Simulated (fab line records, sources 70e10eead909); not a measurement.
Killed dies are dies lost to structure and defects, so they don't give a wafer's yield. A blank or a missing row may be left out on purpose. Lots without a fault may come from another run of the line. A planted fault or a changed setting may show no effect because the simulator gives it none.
fab line records | flow nand_harc
record lots=21 wafers=63 last_day=25
route steps=1159 shown A_CHANNEL_FILL_D1@494 A_STAIRCASE@533
lots that met no fault: from a run of the same line without faults
start_h: hours from the record's first day to the start of the lot's first wafer shown | wait_h: hours since the lot's step before | " the same as in the row above | L1.1+2: a row that stands for several wafers | - no value, or no start given | * or withheld: withheld | < > ~ a bound
route shown NAME@n: a module of which the file shows steps, and the number in the route of the first | usual: mean/standard deviation of fault-free wafers | same: alike in all rows | chamber/n: place in a boat | sites: the reading at each site | _std_site: their standard deviation | _edge_site: outer sites' mean less inner sites' | radius_mm: how far each site lies from the wafer's centre | mask NAME#n: copy n | behind: the tool/chamber that last shaped the wafer | hold: why the lot was held/for how many hours/how that ended | device: the transistor (n, p or np) that didn't switch | end of line: the same wafers' tests at the end of the route | a step without rows: its recipe alone | killed: dies lost to structure and defects at the first sort, not the wafer's yield | map: a wafer's dies, x killed, . not, _ none there
set.NAME: the setting as run; set.NAME@STEP: as run at that earlier step | model.NAME: the simulator's own value behind a step, which no gauge read
steps of the route over a sample of lots; a table a step, a row a wafer
services: from which hour (start_h, from the record's first day; less than 0 if before it) a tool's chamber was out of use, for how many hours, and why
## steps
# step NHARC_A_CHANNEL_FILL_D1_ALD_14
# recipe target_thk_a=25 pulse_time_s=10 ald_cycles=25 temp_c=300 material=SiO2
# usual heater_power_w=489/36 precursor_pulse_height_rel=1.001/0.019
# columns lot.wafer tool chamber start_h wait_h heater_power_w precursor_pulse_height_rel
L074.4 ald_hk-03 0 193.61 0.1 476 1.002
L074.3 " 2 " " 467 1.001
L074.5 " 0 " " 482 0.971
L076.3 ald_hk-03 2 200.19 0.0 466 0.981
L076.2 " 1 " " 548 1.013
L076.6 " 3 " " 515 1.040
L075.4 ald_hk-04 1 200.22 0.1 434 1.006
L075.2 " 3 " " 438 1.002
L075.5 " 1 " " 438 0.976
L079.4 ald_hk-04 3 207.68 0.0 435 1.009
L079.1 " 0 " " 458 0.988
L079.5 " 3 " " 443 1.009
L077.1 ald_hk-03 1 207.75 0.1 538 0.987
L077.4 " 2 " " 470 0.987
L077.5 " 3 " " 495 0.994
L078.4 ald_hk-03 3 213.60 0.1 509 0.987
L078.1 " 1 " " 536 0.969
L078.3 " 2 " " 470 0.993
L080.2 ald_hk-02 1 222.44 0.2 495 1.040
L080.5 " 2 " " 464 1.003
L080.6 " 3 " " 552 1.010
L084.3 ald_hk-02 3 243.28 0.0 551 1.023
L084.4 " 0 " " 520 1.017
L084.1 " 2 " " 453 0.991
L082.1 ald_hk-03 1 243.35 0.1 530 0.987
L082.2 " 2 " " 465 1.006
L082.6 " 3 " " 513 1.020
L083.3 ald_hk-02 3 247.41 0.0 533 1.042
L083.4 " 1 " " 499 0.993
L083.5 " 3 " " 557 1.033
L087.2 ald_hk-02 1 266.97 0.0 494 1.019
L087.4 " 2 " " 459 0.992
L087.5 " 1 " " 504 1.011
L085.1 ald_hk-04 2 275.21 0.0 460 0.985
L085.2 " 0 " " 463 0.970
L085.3 " 1 " " 436 1.006
L089.3 ald_hk-04 3 280.05 0.1 438 1.000
L089.6 " 1 " " 444 1.017
L089.5 " 2 " " 474 0.974
L091.3 ald_hk-04 1 286.21 0.0 438 1.003
L091.4 " 3 " " 427 0.994
L091.5 " 1 " " 429 1.021
L090.1 ald_hk-04 0 286.43 0.3 469 1.022
L090.4 " 3 " " 433 1.001
L090.5 " 0 " " 472 0.990
L092.3 ald_hk-03 0 300.90 0.9 477 0.977
L092.6 " 3 " " 521 0.999
L092.5 " 0 " " 480 1.021
L093.3 ald_hk-03 0 301.12 1.2 499 1.007
L093.1 " 1 " " 547 0.995
L093.5 " 0 " " 483 0.988
L094.3 ald_hk-03 3 308.39 0.1 514 1.031
L094.1 " 0 " " 490 1.019
L094.6 " 1 " " 532 0.990
L097.1 ald_hk-03 0 323.21 0.1 496 1.028
L097.2 " 1 " " 539 1.009
L097.6 " 0 " " 487 1.024
L095.3 ald_hk-04 1 329.14 0.1 438 0.961
L095.1 " 2 " " 461 0.996
L095.5 " 3 " " 441 0.977
L096.4 ald_hk-02 3 335.10 1.9 546 0.993
L096.2 " 1 " " 533 1.020
L096.5 " 3 " " 558 0.993
# step NHARC_A_CHANNEL_FILL_D1_ETCHBACK_19
# recipe target_depth_a=50 time_s=1.7 hbr_flow_sccm=150 cl2_flow_sccm=50 rf_w=400 icp_w=400 bias_w=100 chemistry=HBr/Cl2
# usual chamber_pressure_mTorr=15.000/0.014 drypump_motor_current_A=5.8/0.52 hbr_flow_sccm=150.0/0.42 oes_product_au=1.000/0.0095 rf_fwd_power_W=390.1/1.2 throttle_valve_pct=26.405/0.0091
# same time_s=1.7
# columns lot.wafer tool chamber start_h wait_h chamber_pressure_mTorr drypump_motor_current_A hbr_flow_sccm oes_product_au rf_fwd_power_W rf_hours_counter_h throttle_valve_pct
L074.4 rie_si-05 2 210.60 0.4 14.977 5.1 150.0 1.001 390.1 1.4 26.395
L074.3 " 3 " " 14.986 5.0 149.9 1.024 391.0 1.3 26.412
L074.5 " 2 " " 15.005 5.1 150.1 1.003 390.8 - 26.423
L075.2 rie_si-06 1 217.18 0.4 14.999 6.3 150.0 0.998 390.2 0.1 26.407
L075.4 " 2 " " 14.997 5.7 150.4 1.002 391.4 0.2 26.415
L075.5 " 2 " " 15.007 5.7 150.4 0.988 392.4 - 26.392
L076.3 rie_si-05 1 217.20 0.4 14.997 5.8 150.0 1.006 389.8 1.2 26.396
L076.2 " 3 " " 15.011 5.0 150.1 1.024 391.0 1.3 26.403
L076.6 " 0 " " 15.013 5.5 149.4 0.999 390.5 - 26.409
L077.4 rie_si-05 3 224.68 0.4 14.968 5.0 149.0 1.018 388.5 1.5 26.409
L077.1 " 0 " " 15.009 5.5 150.1 0.995 388.9 1.3 26.391
L077.5 " 1 " " 14.993 5.8 150.2 1.001 390.9 - 26.402
L079.4 rie_si-06 0 224.68 0.4 15.000 6.7 150.0 0.997 390.2 0.3 26.402
L079.1 " 1 " " 14.985 6.3 150.6 1.014 390.2 0.4 26.400
L079.5 " 3 " " 15.006 5.8 150.2 0.990 390.3 - 26.414
L078.3 rie_si-03 3 230.88 0.4 14.995 5.3 149.3 1.010 387.3 0.6 26.402
L078.4 " 0 " " 15.004 6.2 149.7 1.005 391.3 0.6 26.419
L078.1 " 2 " " 15.015 6.7 150.0 1.016 389.5 0.6 26.404
L080.2 rie_si-06 3 239.36 0.4 15.002 5.8 149.9 0.988 390.7 0.5 26.390
L080.5 " 2 " " 15.011 5.7 149.6 1.003 387.3 - 26.428
L080.6 " 3 " " 14.998 5.8 150.0 0.985 391.1 - 26.409
L084.1 rie_si-05 3 259.97 0.4 14.988 5.0 150.1 1.019 389.9 0.2 26.411
L084.3 " 0 " " 14.989 5.4 150.0 0.995 390.0 0.2 26.415
L084.4 " 2 " " 14.982 5.1 149.8 1.007 389.1 0.1 26.405
L082.2 rie_si-06 2 259.98 0.4 15.008 5.7 150.4 1.008 390.0 0.9 26.403
L082.1 " 0 " " 15.005 6.6 150.1 0.995 390.9 0.6 26.401
L082.6 " 1 " " 14.995 6.3 150.0 0.997 388.8 - 26.412
L083.3 rie_si-05 2 264.17 0.4 14.987 5.1 150.4 1.011 390.1 0.1 26.405
L083.4 " 0 " " 14.997 5.5 149.7 0.992 388.7 0.2 26.420
L083.5 " 3 " " 15.014 5.0 150.4 1.019 390.3 - 26.410
L087.4 rie_si-06 1 284.62 0.4 14.984 6.3 150.3 0.999 390.3 0.9 26.395
L087.2 " 2 " " 15.011 5.7 150.2 0.990 388.7 1.0 26.409
L087.5 " 2 " " 14.979 5.7 150.1 1.005 389.4 - 26.401
L085.1 rie_si-05 1 292.01 0.4 15.017 5.8 150.6 0.999 391.6 0.4 26.397
L085.2 " 2 " " 15.008 5.1 150.5 0.999 392.1 0.4 26.401
L085.3 " 3 " " 14.991 5.0 150.4 1.008 389.2 0.3 26.412
L089.3 rie_si-06 2 297.75 0.4 15.005 5.7 149.5 0.996 391.8 1.2 26.403
L089.5 " 0 " " 15.018 6.6 149.9 0.996 390.0 - 26.431
L089.6 " 1 " " 15.002 6.3 149.8 1.004 388.4 - 26.386
L091.3 rie_si-06 2 305.11 0.4 15.017 5.7 151.0 0.992 388.2 1.2 26.426
L091.4 " 3 " " 15.018 5.8 150.0 0.998 392.8 1.0 26.397
L091.5 " 1 " " 15.005 6.3 150.7 1.008 390.3 - 26.399
L090.1 rie_si-03 0 305.11 0.4 14.966 6.2 149.7 0.996 389.3 1.4 26.403
L090.4 " 1 " " 15.009 6.3 150.0 0.997 390.7 1.3 26.403
L090.5 " 3 " " 15.009 5.2 149.6 0.990 391.6 - 26.378
L093.3 rie_si-06 3 318.84 0.4 15.010 5.8 150.2 1.005 390.5 1.1 26.408
L093.1 " 1 " " 15.007 6.3 150.1 0.997 391.2 1.2 26.403
L093.5 " 2 " " 15.011 5.7 149.6 0.981 390.4 - 26.403
L092.3 rie_si-05 0 318.86 0.4 15.011 5.5 150.2 1.012 390.0 0.6 26.412
L092.5 " 3 " " 14.992 5.0 150.7 1.021 389.0 - 26.406
L092.6 " 0 " " 14.989 5.5 150.4 1.007 389.4 - 26.411
L094.3 rie_si-03 3 325.25 0.4 14.980 5.3 151.1 0.999 390.3 1.4 26.406
L094.1 " 2 " " 14.985 6.8 149.8 1.008 387.7 1.3 26.402
L094.6 " 0 " " 15.019 6.2 149.7 1.003 390.3 - 26.405
L097.1 rie_si-05 0 340.00 0.4 15.004 5.4 150.3 1.006 390.1 0.8 26.406
L097.2 " 1 " " 15.008 5.8 150.3 0.996 389.7 0.8 26.418
L097.6 " 0 " " 15.025 5.4 149.7 1.005 390.3 - 26.404
L095.1 rie_si-06 0 347.02 0.4 15.011 6.7 150.5 0.987 390.8 1.2 26.393
L095.3 " 1 " " 15.003 6.3 149.7 0.997 390.3 1.4 26.419
L095.5 " 1 " " 15.024 6.3 149.9 1.002 392.1 - 26.395
L096.4 rie_si-05 0 353.10 0.4 14.979 5.4 149.5 1.001 390.6 0.9 26.424
L096.2 " 2 " " 14.991 5.1 150.8 1.016 390.6 0.9 26.392
L096.5 " 0 " " 14.999 5.5 149.8 1.004 392.4 - 26.406
# step NHARC_A_STAIRCASE_STRIP_171
# recipe power_w=1500 temp_c=250 chemistry=O2
# usual drypump_motor_current_A=5.77/0.052 heater_power_w=334/30 temp_c=249.98/0.17
# columns lot.wafer tool chamber start_h wait_h drypump_motor_current_A heater_power_w rf_hours_counter_h temp_c
L074.3 plasma_asher-02 0 236.86 - 5.86 297 - 249.94
L074.4 " 1 " " 5.74 352 - 249.67
L074.5 " 0 " " 5.82 294 - 250.07
L076.2 plasma_asher-02 1 243.95 - 5.73 356 18 249.94
L076.3 " 1 " " 5.72 354 - 249.99
L076.6 " 1 " " 5.74 353 - 249.75
L075.2 plasma_asher-01 0 244.15 - 5.72 371 47 250.03
L075.4 " 1 " " 5.74 326 - 249.83
L075.5 " 0 " " 5.72 358 - 250.36
L077.1 plasma_asher-01 1 249.83 - 5.74 320 50 249.80
L077.4 " 1 " " 5.77 317 - 250.01
L077.5 " 0 " " 5.71 361 - 250.04
L079.1 plasma_asher-02 0 250.15 - 5.84 298 20 250.06
L079.4 " 0 " " 5.87 291 - 250.01
L079.5 " 0 " " 5.85 296 - 249.96
L078.1 plasma_asher-02 1 256.73 - 5.73 367 22 250.15
L078.3 " 0 " " 5.81 287 - 249.78
L078.4 " 1 " " 5.72 364 - 250.15
L080.2 plasma_asher-02 0 265.34 - 5.86 306 25 250.25
L080.6 " 0 " " 5.84 297 - 250.06
L080.5 " 1 " " 5.76 349 - 249.92
L084.1 plasma_asher-02 0 285.34 - 5.83 288 31 250.11
L084.3 " 0 " " 5.83 296 - 249.88
L084.4 " 1 " " 5.73 367 - 250.01
L082.1 plasma_asher-01 0 285.64 - 5.70 370 0 249.76
L082.2 " 1 " " 5.78 312 0 249.63
L082.6 " 1 " " 5.74 319 - 249.92
L083.4 plasma_asher-02 0 292.22 - 5.83 294 - 249.88
L083.3 " 1 " " 5.72 363 - 250.05
L083.5 " 0 " " 5.83 292 - 249.95
L087.2 plasma_asher-01 1 310.97 - 5.76 316 9 249.75
L087.4 " 0 " " 5.71 361 - 249.84
L087.5 " 0 " " 5.73 357 - 250.05
L085.1 plasma_asher-02 1 317.76 - 5.72 362 41 249.77
L085.2 " 0 " " 5.87 299 41 249.92
L085.3 " 0 " " 5.85 291 - 250.18
L089.3 plasma_asher-01 0 324.63 - 5.72 369 - 250.14
L089.5 " 1 " " 5.77 317 - 249.94
L089.6 " 0 " " 5.73 364 - 250.02
L091.3 plasma_asher-01 0 330.36 - 5.71 376 - 249.89
L091.4 " 1 " " 5.76 321 - 249.85
L091.5 " 1 " " 5.76 313 - 249.88
L090.1 plasma_asher-02 1 330.54 - 5.74 368 45 250.11
L090.4 " 0 " " 5.81 291 - 250.20
L090.5 " 0 " " 5.84 297 - 249.85
L093.1 plasma_asher-02 0 344.79 - 5.86 300 50 249.96
L093.3 " 0 " " 5.85 298 - 250.21
L093.5 " 0 " " 5.87 302 - 249.98
L092.3 plasma_asher-01 0 345.05 - 5.74 377 - 250.18
L092.5 " 0 " " 5.73 364 - 250.08
L092.6 " 1 " " 5.76 314 - 249.74
L094.1 plasma_asher-01 1 350.86 - 5.75 309 20 250.30
L094.3 " 1 " " 5.74 311 - 250.16
L094.6 " 1 " " 5.74 316 - 250.27
L097.1 plasma_asher-01 1 366.49 - 5.75 314 29 249.77
L097.2 " 0 " " 5.75 370 29 249.88
L097.6 " 1 " " 5.77 312 - 249.91
L095.1 plasma_asher-02 0 372.39 - 5.85 306 1 250.23
L095.3 " 1 " " 5.74 347 - 249.62
L095.5 " 0 " " 5.84 312 - 250.14
L096.2 plasma_asher-02 0 378.26 - 5.83 299 2 249.89
L096.4 " 1 " " 5.74 358 - 250.18
L096.5 " 1 " " 5.73 354 - 250.22
# step NHARC_A_STAIRCASE_TRIM_18
# recipe time_s=211.2 o2_flow_sccm=500 ar_flow_sccm=0 bias_w=0 chemistry=O2
# usual chamber_pressure_mTorr=60.00/0.053 drypump_motor_current_A=5.73/0.22 oes_product_au=0.999/0.0083 rf_vpp_V=57.7/0.92 showerhead_plenum_p_Torr=3.51/0.17 throttle_valve_pct=17.036/0.0086
# same time_s=211.2
# columns lot.wafer tool chamber start_h wait_h chamber_pressure_mTorr drypump_motor_current_A oes_product_au rf_hours_counter_h rf_vpp_V showerhead_plenum_p_Torr throttle_valve_pct
L074.4 rie_diel-05 1 - - 60.00 5.75 0.996 31 57.8 3.37 17.033
L074.3 " 3 " " 59.89 5.80 1.004 27 58.0 3.79 17.032
L074.5 " 2 " " 60.06 5.34 0.988 - 58.9 3.51 17.031
L076.2 rie_diel-04 0 - - 60.01 5.70 1.002 45 57.9 3.63 17.032
L076.3 " 2 " " 60.10 5.63 0.997 48 57.7 3.78 17.036
L076.6 " 0 " " 60.08 5.72 1.004 - 56.9 3.63 17.049
L075.4 rie_diel-05 2 - - 59.96 5.34 0.998 27 57.2 3.51 17.038
L075.2 " 3 " " 59.97 5.83 1.002 30 59.0 3.79 17.017
L075.5 " 0 " " 59.99 5.70 0.995 - 56.8 3.33 17.044
L077.4 rie_diel-05 0 - - 60.03 5.74 1.003 33 58.4 3.33 17.028
L077.1 " 1 " " 59.94 5.75 0.983 35 56.7 3.37 17.036
L077.5 " 1 " " 59.99 5.73 0.992 - 56.4 3.37 17.019
L079.4 rie_diel-05 3 - - 59.96 5.80 1.002 32 57.2 3.79 17.034
L079.1 " 0 " " 59.86 5.73 0.994 34 58.0 3.33 17.036
L079.5 " 3 " " 60.00 5.81 1.014 - 58.7 3.79 17.026
L078.1 rie_diel-05 0 - - 60.05 5.77 1.005 38 56.4 3.33 17.024
L078.4 " 1 " " 59.99 5.74 0.985 39 57.1 3.36 17.030
L078.3 " 2 " " 60.01 5.35 0.996 33 57.9 3.50 17.035
L080.2 rie_diel-05 1 - - 60.09 5.75 0.985 42 57.3 3.36 17.034
L080.6 " 2 " " 60.03 5.33 0.990 - 58.2 3.50 17.046
L080.5 " 3 " " 59.93 5.78 1.007 - 58.7 3.78 17.026
L084.1 rie_diel-04 3 - - 60.02 5.98 0.991 60 58.2 3.64 17.038
L084.3 " 1 " " 60.01 5.52 0.994 61 57.9 3.48 17.031
L084.4 " 2 " " 59.90 5.63 1.001 63 59.1 3.77 17.029
L082.2 rie_diel-04 3 - - 59.93 5.98 0.991 61 58.1 3.64 17.043
L082.1 " 0 " " 60.02 5.72 1.004 60 59.1 3.62 17.036
L082.6 " 1 " " 60.00 5.49 0.996 - 55.2 3.48 17.013
L083.4 rie_diel-06 1 - - 60.03 6.25 1.012 18 55.9 3.34 17.055
L083.3 " 3 " " 60.11 5.76 1.006 15 56.8 3.64 17.036
L083.5 " 0 " " 60.08 5.57 1.004 - 57.1 3.30 17.037
L087.2 rie_diel-04 3 - - 60.03 5.95 0.998 7 58.0 3.64 17.036
L087.5 " 3 " " 60.00 5.96 0.999 - 57.5 3.64 17.036
L087.4 " 1 " " 60.17 5.48 1.000 - 56.9 3.48 17.033
L085.3 rie_diel-06 1 - - 59.99 6.24 1.014 28 58.6 3.33 17.044
L085.2 " 3 " " 60.03 5.76 0.999 26 58.5 3.64 17.032
L085.1 " 0 " " 60.09 5.59 1.010 26 56.2 3.30 17.039
L089.3 rie_diel-06 2 - - 60.04 5.71 0.986 31 57.7 3.33 17.024
L089.5 " 0 " " 60.01 5.58 1.004 - 57.0 3.29 17.040
L089.6 " 1 " " 60.06 6.20 1.008 - 57.3 3.33 17.026
L091.3 rie_diel-06 0 - - 60.03 5.62 1.005 32 57.7 3.29 17.037
L091.4 " 3 " " 59.98 5.78 1.005 32 56.6 3.63 17.033
L091.5 " 1 " " 60.07 6.21 0.997 - 54.5 3.33 17.037
L090.4 rie_diel-06 0 - - 60.00 5.60 1.003 32 56.9 3.29 17.032
L090.1 " 2 " " 60.08 5.73 0.987 33 57.9 3.33 17.040
L090.5 " 0 " " 60.06 5.61 1.003 - 58.1 3.29 17.035
L093.1 rie_diel-06 3 - - 59.97 5.76 0.998 36 58.5 3.63 17.025
L093.3 " 1 " " 60.01 6.22 1.001 37 55.9 3.33 17.055
L093.5 " 3 " " 59.93 5.75 0.997 - 57.1 3.63 17.035
L092.3 rie_diel-04 2 - - 59.98 5.63 1.013 12 58.0 3.76 17.048
L092.6 " 1 " " 59.94 5.49 0.997 - 57.4 3.47 17.037
L092.5 " 2 " " 60.08 5.62 1.006 - 58.7 3.76 17.046
L094.3 rie_diel-04 2 - - 59.94 5.65 1.014 14 58.1 3.76 17.050
L094.1 " 3 " " 60.04 5.98 0.988 23 57.9 3.63 17.026
L094.6 " 0 " " 59.97 5.72 0.994 - 59.6 3.61 17.032
L097.2 rie_diel-04 0 - - 59.95 5.73 0.997 26 57.8 3.61 17.047
L097.1 " 1 " " 59.98 5.48 0.997 24 57.2 3.47 17.048
L097.6 " 1 " " 59.94 5.48 0.998 - 58.3 3.47 17.035
L095.1 rie_diel-06 2 - - 59.96 5.68 0.984 48 57.5 3.32 17.047
L095.3 " 3 " " 60.04 5.74 1.002 46 57.9 3.62 17.040
L095.5 " 3 " " 59.93 5.75 1.012 - 57.3 3.62 17.054
L096.2 rie_diel-04 2 - - 59.94 5.63 0.996 22 58.5 3.76 17.042
L096.4 " 3 " " 59.94 5.97 0.998 32 57.7 3.62 17.028
L096.5 " 2 " " 59.98 5.63 0.999 - 57.7 3.76 17.030
# step NHARC_A_STAIRCASE_STRIP_175
# recipe power_w=1500 temp_c=250 chemistry=O2
# usual drypump_motor_current_A=5.76/0.044 heater_power_w=337/29 temp_c=250.03/0.2
# columns lot.wafer tool chamber start_h wait_h drypump_motor_current_A heater_power_w rf_hours_counter_h temp_c
L074.3 plasma_asher-02 0 240.84 0.2 5.85 301 - 250.10
L074.4 " 1 " " 5.73 359 - 249.79
L074.5 " 1 " " 5.74 351 - 250.12
L076.2 plasma_asher-02 0 247.70 0.1 5.83 294 19 249.98
L076.3 " 1 " " 5.75 371 - 249.71
L076.6 " 0 " " 5.83 299 - 250.13
L075.2 plasma_asher-01 1 248.95 0.1 5.73 317 49 250.39
L075.4 " 0 " " 5.72 363 - 249.83
L075.5 " 0 " " 5.73 362 - 249.75
L077.1 plasma_asher-01 0 253.70 0.1 5.75 364 51 250.01
L077.4 " 1 " " 5.75 315 - 250.29
L077.5 " 0 " " 5.73 366 - 250.08
L079.1 plasma_asher-01 0 254.02 0.2 5.72 366 51 249.86
L079.4 " 0 " " 5.72 381 - 250.05
L079.5 " 0 " " 5.74 358 - 250.16
L078.1 plasma_asher-01 0 262.64 0.1 5.75 361 54 250.13
L078.3 " 0 " " 5.75 358 - 250.09
L078.4 " 1 " " 5.74 321 - 250.23
L080.2 plasma_asher-01 1 269.09 0.1 5.78 330 56 249.93
L080.6 " 1 " " 5.76 320 - 250.19
L080.5 " 0 " " 5.76 372 - 250.00
L084.1 plasma_asher-01 1 289.58 0.1 5.80 320 1 250.25
L084.4 " 1 " " 5.76 324 - 250.01
L084.3 " 0 " " 5.74 374 - 249.99
L082.1 plasma_asher-01 0 289.98 0.1 5.74 373 1 250.08
L082.2 " 1 " " 5.77 307 1 249.93
L082.6 " 0 " " 5.75 371 - 249.92
L083.3 plasma_asher-02 1 296.82 0.2 5.74 357 - 250.15
L083.4 " 0 " " 5.83 289 - 250.20
L083.5 " 1 " " 5.75 359 - 250.15
L087.2 plasma_asher-02 0 315.21 0.1 5.90 294 40 249.92
L087.4 " 0 " " 5.86 297 - 249.79
L087.5 " 1 " " 5.73 352 - 250.40
L085.1 plasma_asher-02 1 322.38 0.3 5.73 368 43 250.15
L085.2 " 0 " " 5.86 298 43 250.36
L085.3 " 1 " " 5.75 358 - 249.93
L089.3 plasma_asher-01 1 329.53 0.2 5.80 307 - 249.72
L089.6 " 1 " " 5.79 318 - 249.88
L089.5 " 0 " " 5.76 378 - 249.95
L091.3 plasma_asher-02 0 334.50 0.2 5.84 295 - 249.66
L091.4 " 1 " " 5.74 364 - 249.94
L091.5 " 1 " " 5.74 353 - 250.07
L090.1 plasma_asher-01 0 334.67 0.1 5.73 376 16 249.95
L090.4 " 1 " " 5.78 322 - 250.21
L090.5 " 0 " " 5.70 376 - 250.01
L093.1 plasma_asher-01 0 348.79 0.1 5.72 367 20 249.79
L093.3 " 1 " " 5.76 316 - 250.26
L093.5 " 1 " " 5.74 319 - 250.44
L092.3 plasma_asher-01 0 350.23 0.2 5.74 364 - 249.69
L092.5 " 0 " " 5.73 364 - 249.66
L092.6 " 1 " " 5.76 321 - 249.87
L094.1 plasma_asher-02 0 354.51 0.1 5.84 299 53 250.07
L094.3 " 0 " " 5.82 292 - 249.88
L094.6 " 1 " " 5.73 361 - 249.95
L097.1 plasma_asher-01 0 370.19 0.1 5.72 369 32 250.02
L097.2 " 1 " " 5.74 306 32 250.00
L097.6 " 0 " " 5.71 360 - 249.96
L095.1 plasma_asher-01 0 377.87 0.1 5.73 369 33 249.92
L095.3 " 1 " " 5.77 313 - 250.33
L095.5 " 1 " " 5.76 315 - 250.37
L096.2 plasma_asher-02 1 382.23 0.1 5.74 352 4 250.02
L096.4 " 1 " " 5.73 357 - 249.94
L096.5 " 1 " " 5.72 351 - 249.81
# step NHARC_A_STAIRCASE_TRIM_187
# recipe time_s=211.2 o2_flow_sccm=500 ar_flow_sccm=0 bias_w=0 chemistry=O2
# usual chamber_pressure_mTorr=60.00/0.056 drypump_motor_current_A=5.74/0.24 oes_product_au=0.999/0.0089 rf_vpp_V=57.8/0.87 showerhead_plenum_p_Torr=3.46/0.17 throttle_valve_pct=17.036/0.0099
# same time_s=211.2
# columns lot.wafer tool chamber start_h wait_h chamber_pressure_mTorr drypump_motor_current_A oes_product_au rf_hours_counter_h rf_vpp_V showerhead_plenum_p_Torr throttle_valve_pct
L074.3 rie_diel-05 1 242.28 0.1 59.97 5.73 0.982 31 58.5 3.37 17.039
L074.4 " 2 " " 60.00 5.34 0.994 24 58.3 3.51 17.035
L074.5 " 2 " " 60.01 5.34 1.008 - 58.3 3.51 17.033
L076.2 rie_diel-04 3 249.33 0.1 60.00 5.97 0.987 48 59.6 3.65 17.017
L076.3 " 1 " " 59.94 5.49 0.994 47 57.6 3.49 17.040
L076.6 " 0 " " 60.01 5.68 0.996 - 57.9 3.63 17.023
L075.2 rie_diel-05 3 250.42 0.1 59.98 5.80 1.006 31 59.1 3.79 17.034
L075.4 " 2 " " 59.90 5.34 1.001 28 56.1 3.51 17.052
L075.5 " 0 " " 60.07 5.74 0.997 - 57.4 3.33 17.054
L077.1 rie_diel-05 2 255.23 0.1 59.98 5.35 0.998 30 56.1 3.51 17.024
L077.4 " 3 " " 60.00 5.80 1.014 33 57.2 3.79 17.031
L077.5 " 1 " " 60.00 5.75 0.995 - 58.2 3.37 17.027
L079.4 rie_diel-05 1 255.67 0.2 59.98 5.74 0.992 36 58.7 3.37 17.052
L079.1 " 2 " " 60.02 5.33 1.000 30 57.7 3.51 17.033
L079.5 " 1 " " 60.08 5.75 0.991 - 58.7 3.37 17.041
L078.1 rie_diel-06 2 264.12 0.1 60.03 5.71 1.000 7 56.2 3.34 17.025
L078.4 " 3 " " 59.94 5.75 1.025 6 58.4 3.65 17.050
L078.3 " 0 " " 60.03 5.58 1.011 7 56.7 3.31 17.023
L080.2 rie_diel-06 0 270.73 0.1 60.02 5.58 1.001 9 57.5 3.30 17.053
L080.6 " 0 " " 59.76 5.59 1.006 - 57.7 3.30 17.016
L080.5 " 1 " " 59.96 6.19 1.007 - 56.4 3.34 17.038
L084.1 rie_diel-05 1 291.06 0.1 59.89 5.74 0.993 49 58.6 3.36 17.042
L084.4 " 2 " " 59.98 5.34 0.997 44 56.0 3.50 17.029
L084.3 " 0 " " 60.04 5.70 1.001 47 57.7 3.32 17.037
L082.2 rie_diel-05 0 291.64 0.1 60.05 5.71 1.002 48 58.8 3.32 17.048
L082.1 " 2 " " 60.09 5.36 0.993 44 57.6 3.50 17.037
L082.6 " 0 " " 60.05 5.72 0.995 - 58.0 3.32 17.039
L083.3 rie_diel-04 3 298.35 0.1 59.97 5.99 1.002 0 58.5 3.64 17.041
L083.5 " 1 " " 60.04 5.46 0.991 - 59.3 3.48 17.048
L083.4 " 0 " " 59.98 5.74 1.006 - 58.1 3.62 17.037
L087.2 rie_diel-06 3 316.89 0.1 59.91 5.76 1.001 24 56.9 3.64 17.039
L087.4 " 1 " " 60.08 6.26 0.999 25 56.8 3.33 17.044
L087.5 " 2 " " 60.01 5.72 0.990 - 56.5 3.33 17.037
L085.3 rie_diel-06 0 323.87 0.1 60.05 5.62 0.998 27 58.1 3.30 17.029
L085.1 " 1 " " 59.96 6.26 1.001 29 58.0 3.33 17.042
L085.2 " 2 " " 60.04 5.72 0.995 28 57.9 3.33 17.013
L089.3 rie_diel-06 3 331.04 0.1 60.01 5.74 1.007 31 58.0 3.63 17.040
L089.6 " 3 " " 60.06 5.75 1.010 - 60.1 3.63 17.051
L089.5 " 0 " " 60.05 5.59 0.999 - 56.9 3.29 17.035
L091.3 rie_diel-06 3 335.91 0.1 60.08 5.76 1.004 33 58.9 3.63 17.007
L091.4 " 0 " " 59.91 5.61 0.981 33 56.8 3.29 17.039
L091.5 " 1 " " 60.02 6.25 1.006 - 57.4 3.33 17.033
L090.4 rie_diel-04 1 336.40 0.2 60.05 5.52 0.997 15 57.1 3.47 17.032
L090.1 " 2 " " 60.01 5.61 1.007 7 57.8 3.77 17.036
L090.5 " 3 " " 60.05 5.97 0.993 - 58.8 3.63 17.039
L093.1 rie_diel-05 3 350.35 0.1 60.04 5.82 1.014 0 58.3 3.77 17.031
L093.3 " 1 " " 59.84 5.73 0.993 0 57.6 3.35 17.040
L093.5 " 0 " " 60.05 5.71 1.006 - 58.5 3.31 17.041
L092.3 rie_diel-06 0 351.63 0.1 59.91 5.61 0.994 37 58.5 3.29 17.064
L092.6 " 3 " " 60.02 5.75 1.019 - 58.4 3.63 17.031
L092.5 " 0 " " 59.96 5.58 1.006 - 57.4 3.29 17.048
L094.3 rie_diel-05 3 356.25 0.2 59.92 5.77 0.997 3 58.2 3.77 17.032
L094.1 " 0 " " 60.01 5.71 1.001 4 57.4 3.31 17.034
L094.6 " 3 " " 60.00 5.78 1.002 - 58.4 3.77 17.031
L097.1 rie_diel-06 1 371.67 0.1 59.96 6.24 1.001 46 56.7 3.32 17.028
L097.2 " 3 " " 60.00 5.76 1.005 46 58.1 3.62 17.047
L097.6 " 1 " " 60.02 6.24 0.991 - 57.3 3.32 17.034
L095.3 rie_diel-05 2 379.31 0.1 60.01 5.35 0.968 9 58.6 3.48 17.038
L095.1 " 0 " " 60.05 5.71 1.007 11 57.1 3.31 17.039
L095.5 " 2 " " 60.09 5.34 0.990 - 58.3 3.48 17.021
L096.4 rie_diel-06 1 383.78 0.1 60.02 6.26 1.000 50 57.4 3.32 17.051
L096.2 " 3 " " 59.96 5.76 0.998 49 57.7 3.62 17.041
L096.5 " 0 " " 59.96 5.62 1.010 - 57.2 3.28 17.033
## services
# columns tool chamber start_h hours kind
ald_hk-04 - 178.42 0.6 repair
rie_si-06 - 183.00 9.0 pm
plasma_asher-02 - 183.67 9.0 pm
rie_diel-06 1 202.75 4.9 repair
rie_diel-05 2 203.27 8.7 repair
ald_hk-03 - 211.35 1.1 repair
rie_diel-06 1 215.78 28.6 repair
rie_si-05 - 239.00 9.0 pm
rie_diel-06 - 242.80 9.0 pm
rie_si-05 3 268.19 14.3 repair
rie_diel-04 - 275.37 1.1 repair
plasma_asher-01 - 276.00 9.0 pm
plasma_asher-02 - 281.44 0.5 repair
rie_diel-04 - 289.03 9.0 pm
rie_si-05 1 296.89 3.9 repair
rie_diel-06 0 298.58 3.3 repair
rie_diel-04 2 307.44 18.4 repair
rie_si-05 2 315.71 8.3 repair
plasma_asher-01 - 336.53 1.8 repair
rie_diel-05 - 340.60 9.0 pm
rie_si-06 - 360.00 9.0 pm
plasma_asher-02 - 360.67 9.0 pm
rie_si-06 3 371.58 14.5 repair
plasma_asher-01 - 381.93 6.6 repair
## key
fault none
